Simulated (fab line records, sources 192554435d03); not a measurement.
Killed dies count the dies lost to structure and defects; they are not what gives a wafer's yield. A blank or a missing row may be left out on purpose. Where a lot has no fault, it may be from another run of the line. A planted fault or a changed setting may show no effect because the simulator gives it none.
Chamber matching | flow n5 finfet | ald sin-01 running N5_STI_FIN_REVEAL_ALD_00: 4 sister chambers
The step deposits SiO2, target thk 1 nm, pulse time 1 s. 8 wafers are shown with their chamber, then 11 later ones without.

## WAFERS, EACH WITH ITS CHAMBER
wafer  | chamber | heater power w (W) | precursor pulse height rel
L077.5 | 2       | 394                | 0.992
L083.3 | 1       | 569                | 0.980
L084.2 | 1       | 565                | 0.984
L084.6 | 0       | 547                | 1.037
L088.1 | 0       | 550                | 0.995
L088.2 | 2       | 410                | 0.997
L088.4 | 3       | 430                | 0.995
L089.1 | 3       | 422                | 1.025

## WAFERS WITHOUT THEIR CHAMBER
wafer  | heater power w (W) | precursor pulse height rel
L089.5 | 553                | 1.016
L089.6 | 404                | 1.018
L090.3 | 546                | 1.012
L090.5 | 435                | 1.005
L090.6 | 557                | 0.988
L091.1 | 394                | 1.036
L091.4 | 544                | 1.022
L091.5 | 553                | 0.951
L093.2 | 415                | 0.987
L093.3 | 425                | 1.002
L093.4 | 403                | 1.018

## CHAMBER TAKEN BY EACH
wafer  | from the rows above     | in truth
L089.5 | 0                       | 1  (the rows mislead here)
L089.6 | 2                       | 2
L090.3 | 0                       | 0
L090.5 | 3                       | 3
L090.6 | can't be placed: 1 or 0 | 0
L091.1 | 2                       | 2
L091.4 | 0                       | 0
L091.5 | can't be placed: 1 or 0 | 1
L093.2 | can't be placed: 2 or 3 | 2
L093.3 | 3                       | 3
L093.4 | 2                       | 2
Correctly placed: 7 of 11. Not placeable from these rows: 3 (in 3, the candidates include the true chamber). Placed wrongly: 1.
How it was worked out, from the rows above alone: a wafer's distance from a chamber is the root of the sum, over the readings, of the square of ((its reading less the chamber's mean) divided by the reading's scatter). The wafer belongs to the nearest chamber; if the next one is less than 2 further off, it can't be placed. The mean given for a chamber averages the wafers shown for that chamber. The scatter: the root of (the sum of the squares of (reading less its chamber's mean) over the shown wafers, divided by (wafers less chambers)).
